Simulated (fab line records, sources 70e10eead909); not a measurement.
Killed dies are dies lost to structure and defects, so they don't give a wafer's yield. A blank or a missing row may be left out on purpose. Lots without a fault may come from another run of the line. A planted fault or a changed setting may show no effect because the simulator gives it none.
Problem report in the 8D (eight disciplines) form, filled by code | flow nand_harc | the parts of the form that need people (team, actions taken, sign-off) are left out

1. THE PROBLEM
raw_defect_count at NHARC_P_M2_INSPECT_11 reads a mean of 1229.5 on 2 wafers of 2 lots; wafers without a fault read 4.1 with a standard deviation of 2.4. That is +99 or more standard deviations from the usual mean.
First seen on wafer L406.5, day 10 07:02, on defect_inspect-02. The record holds 39 wafers of 13 lots with a number at this step. Rule for "out", or "out of limits": more than 4 standard deviations from the usual mean. The other wafers with a number count as sound.

2. WHAT IT IS AND WHAT IT IS NOT
question                    | is                                   | is not
which readings at this step | raw_defect_count                     | -
which lots                  | L406, L408                           | L391, L393, L395, L396, L397, L398, L399, L400, L407, L411, L414
which wafers of those lots  | L406.5, L408.2                       | L406.3, L406.4, L408.3, L408.4
read on which gauges        | defect_inspect-01, defect_inspect-02 | -
when                        | from day 10 07:02                    | up to then (26 sound wafers); but 11 sound wafers of L407, L408, L411, L414 came after

3. SUSPECTS, AND WHAT RULES EACH OUT
Counting: a tool at a process step up to the reading stays a suspect if it ran every lot that is out. Sound lots after the first of them don't rule it out here, since some wafers of a struck lot are sound.
- the gauge at NHARC_P_M2_INSPECT_11: ruled out. The wafers that are out were read on 2 gauges (defect_inspect-01, defect_inspect-02).
- pecvd-01 at NHARC_P_M2_DEP_00 (deposits SiOC, target thk 182.5 nm): kept. It ran every lot that is out, first L406 (day 10 06:08); its last sound lot up to then is L400 (day 8 07:55).
Left after counting: pecvd-01 at NHARC_P_M2_DEP_00.

4. THE CAUSE (what the simulator had put in)
Chamber particle source: pecvd-01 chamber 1, from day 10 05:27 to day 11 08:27, at NHARC_P_M2_DEP_00. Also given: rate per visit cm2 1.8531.
Counting left only this tool.

5. THE CHAIN OF EFFECTS, in route order
Each row: a reading whose mean over the struck wafers that have a number lies more than 3 standard deviations from the usual. Only readings for which the record gives a usual standard deviation are gone through. hours: the time from each lot's start at the first step in this table that gives one to its start at this step, as a median over the lots. sigmas: the change in usual standard deviations.
hours | step                  | reading              | usual  | on struck wafers | change  | sigmas
0     | NHARC_P_M2_INSPECT_11 | raw_defect_count     | 4.1    | 1229.5           | +1225.4 | +99 or more
326   | NHARC_END_SORT_01     | defect_limited_yield | 95.4 % | 81.1             | -14.3   | -8.0
326   | NHARC_END_SORT_01     | killed_at_periphery  | 3.1    | 104.0            | +100.9  | +46
326   | NHARC_END_SORT_01     | killed_dies          | 31     | 128              | +98     | +8.1
326   | NHARC_END_SORT_01     | sort_bin_2_pct       | 1.5 %  | 7.8              | +6.2    | +8.6
326   | NHARC_END_SORT_01     | sort_bin_3_pct       | 0.27 % | 5.54             | +5.27   | +24
326   | NHARC_END_SORT_01     | sort_n_pass          | 646    | 548              | -98     | -8.1
326   | NHARC_END_SORT_01     | sort_yield_pct       | 95.4 % | 81.1             | -14.3   | -8.0
Later measuring or inspecting steps at which every struck wafer that the step has a row for has a number for every such reading, and none has moved that far: NHARC_P_M2_CD_MEAS_16.

6. WHAT WOULD HAVE CAUGHT IT SOONER
In this record the first reading out of limits at a measuring or inspecting step was taken at day 10 07:02, 2 hours after the fault began at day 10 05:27.
Of the lots that are out (2), L408 began NHARC_P_M2_DEP_00 on pecvd-01 after day 10 07:02. A hold on the tool at that time would have spared it.
